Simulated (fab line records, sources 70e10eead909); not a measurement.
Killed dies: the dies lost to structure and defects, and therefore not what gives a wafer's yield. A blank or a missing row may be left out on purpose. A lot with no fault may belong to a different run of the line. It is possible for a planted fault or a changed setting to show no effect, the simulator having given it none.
Which tool did it? | flow nand harc | 11 lots, 33 wafers sampled, at 4 steps of a route of 1159

## WHAT THE GAUGES SHOWED, per wafer
NHARC_P_M2_INSPECT_11.
lot  | measured     | on                | raw defect count
L127 | day 5 23:08  | defect inspect-02 | 2 3 4
L128 | day 6 15:43  | defect inspect-01 | 0 5 6
L129 | day 6 19:14  | defect inspect-01 | 2 8 9
L137 | day 8 18:23  | defect inspect-01 | 658 4 4
L140 | day 9 14:34  | defect inspect-01 | 9 4 8
L143 | day 10 07:34 | defect inspect-01 | 6 3 4
L144 | day 10 17:43 | defect inspect-02 | 7 6 1
L148 | day 11 07:04 | defect inspect-01 | 7 4 3
L146 | day 11 13:35 | defect inspect-01 | 2 1 2
L149 | day 11 14:24 | defect inspect-01 | 5 4 3
L150 | day 11 23:43 | defect inspect-01 | 5 4 4

## WHICH TOOL RAN EACH LOT (tool, then ch and the chambers of the sampled wafers, then the start)
lot  | NHARC_P_M0_DEP_32               | NHARC_P_M1_ANNEAL_31             | NHARC_P_M1_CMP_23
L127 | pecvd-01 ch 0,1,2, day 5 17:37  | rtp anneal-01 ch 0, day 5 21:04  | cmp-01 ch 0,2,3, day 5 21:19
L128 | pecvd-01 ch 0,2, day 6 10:10    | rtp anneal-02 ch 0, day 6 13:26  | cmp-02 ch 1,2,3, day 6 13:43
L129 | pecvd-01 ch 1,2, day 6 13:09    | rtp anneal-01 ch 0, day 6 16:49  | cmp-03 ch 0,1,2, day 6 17:13
L137 | pecvd-01 ch 0,1,2, day 8 12:01  | rtp anneal-01 ch 0, day 8 16:05  | cmp-03 ch 0,2,3, day 8 16:25
L140 | pecvd-01 ch 1,2, day 9 08:44    | rtp anneal-02 ch 0, day 9 12:11  | cmp-02 ch 0,3, day 9 12:32
L143 | pecvd-01 ch 0,1, day 10 01:41   | rtp anneal-01 ch 0, day 10 04:58 | cmp-02 ch 1,2, day 10 05:20
L144 | pecvd-04 ch 0,1,2, day 10 12:14 | rtp anneal-02 ch 0, day 10 15:26 | cmp-02 ch 0,1,3, day 10 15:43
L148 | pecvd-02 ch 0,1,2, day 11 01:40 | rtp anneal-01 ch 0, day 11 04:50 | cmp-01 ch 0,2,3, day 11 05:11
L146 | pecvd-04 ch 0,1,2, day 11 08:00 | rtp anneal-01 ch 0, day 11 11:12 | cmp-01 ch 0,1,3, day 11 11:33
L149 | pecvd-04 ch 1,2, day 11 08:50   | rtp anneal-02 ch 0, day 11 12:10 | cmp-01 ch 0,1, day 11 12:29
L150 | pecvd-04 ch 1,2, day 11 18:05   | rtp anneal-02 ch 0, day 11 21:22 | cmp-01 ch 2,3, day 11 21:42
- NHARC_P_M0_DEP_32: deposits SiCN, target thk 30 nm.
- NHARC_P_M1_ANNEAL_31: time 90 s.
- NHARC_P_M1_CMP_23: polishes, t overpolish 20 s, target thk 157.82 nm.

## THE ANSWER, worked out from the rows above alone
Rule: what is usual is taken from the lots themselves. Put in order of their means at a reading, lots are off if they are a third of the lots or fewer, leave a main group of 4 or more, and stand apart from it by a gap of 3 or more times the standard deviation of the main group's means; of several such gaps the widest counts. Not used: any main group whose means are identical at the precision the tables above print for the reading. Also off: a lot with no number at a reading for which 4 or more lots have one. All remaining lots with rows at the step are treated as sound.
Off at NHARC_P_M2_INSPECT_11 (raw defect count): L137. The main group: mean 4.4, standard deviation 1.4.
A tool fits if, at a process step before that reading, it ran every lot that is off, and no sound lot after the first of them. Gauges at NHARC_P_M2_INSPECT_11: tried the same way as those tools. One candidate fits, namely cmp-03 at NHARC_P_M1_CMP_23. A fault onset in the window from L129 (day 6 17:13, its last sound lot) to L137 (day 8 16:25, its first lot off) fits.

## WHAT THE SIMULATOR PUT IN
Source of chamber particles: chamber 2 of cmp-03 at NHARC_P_M1_CMP_23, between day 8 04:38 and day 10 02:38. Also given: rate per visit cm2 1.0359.
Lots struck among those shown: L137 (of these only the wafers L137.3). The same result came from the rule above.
